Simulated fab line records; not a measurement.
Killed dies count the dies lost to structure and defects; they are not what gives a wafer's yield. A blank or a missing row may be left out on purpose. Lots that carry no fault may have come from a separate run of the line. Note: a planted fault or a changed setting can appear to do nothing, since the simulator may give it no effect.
Matching of chambers | flow n5-finfet | 4 sister chambers for N5_SDB_ALD_29 on ald-sin-04
The step deposits SiNx, target thk 30 nm, pulse time 1 s, ald cycles 600. 20 wafers are shown with their chamber, then 10 later ones without.

WAFERS, EACH WITH ITS CHAMBER
wafer  | chamber | heater-power-w (W) | precursor-pulse-height-rel
L074.3 | 2       | 945                | 0.993
L074.4 | 1       | 838                | 1.003
L074.5 | 0       | 768                | 1.004
L077.2 | 0       | 749                | 0.991
L077.3 | 3       | 780                | 1.023
L077.6 | 2       | 942                | 0.993
L080.2 | 3       | 798                | 0.988
L080.4 | 1       | 831                | 0.991
L080.5 | 1       | 831                | 0.975
L081.1 | 3       | 810                | 0.970
L081.2 | 2       | 937                | 1.019
L081.6 | 3       | 795                | 1.001
L083.1 | 0       | 758                | 1.014
L083.2 | 2       | 917                | 0.964
L083.3 | 1       | 831                | 0.970
L083.4 | 3       | 811                | 1.001
L083.5 | 2       | 911                | 0.993
L083.6 | 3       | 808                | 1.000
L084.1 | 2       | 937                | 1.021
L084.3 | 0       | 768                | 1.008

SIGNATURES, as means of the wafers listed above
reading                    | chamber 0 | chamber 1 | chamber 2 | chamber 3 | scatter within a chamber
heater-power-w             | 760.75    | 832.75    | 931.50    | 800.33    | 11.1
precursor-pulse-height-rel | 1.00425   | 0.98475   | 0.99717   | 0.99717   | 0.0171
Rule: a wafer's distance from a chamber is the root of the sum, over the readings, of the square of ((its reading less the chamber's mean) divided by the reading's scatter). The wafer belongs to the nearest chamber; if the next one is less than 2 further off, it can't be placed. The scatter: the root of (the sum of the squares of (reading less its chamber's mean) over the shown wafers, divided by (wafers less chambers)).

WAFERS WITHOUT THEIR CHAMBER
wafer  | heater-power-w (W) | precursor-pulse-height-rel
L084.5 | 815                | 1.025
L093.1 | 770                | 1.007
L093.3 | 843                | 0.969
L093.6 | 942                | 1.014
L094.1 | 774                | 0.974
L094.3 | 950                | 1.009
L094.4 | 816                | 0.976
L095.1 | 772                | 0.983
L095.3 | 920                | 1.066
L095.6 | 859                | 1.008

EACH ONE'S CHAMBER
wafer  | from the rows above     | in truth
L084.5 | can't be placed: 3 or 1 | 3
L093.1 | can't be placed: 0 or 3 | 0
L093.3 | 1                       | 1
L093.6 | 2                       | 2
L094.1 | can't be placed: 0 or 3 | 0
L094.3 | 2                       | 2
L094.4 | can't be placed: 1 or 3 | 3
L095.1 | can't be placed: 0 or 3 | 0
L095.3 | 2                       | 2
L095.6 | 1                       | 1
Correctly placed: 5 of 10. Cannot be placed on the basis of these rows: 5; the candidates contain the true chamber in 5. Number placed wrongly: 0.
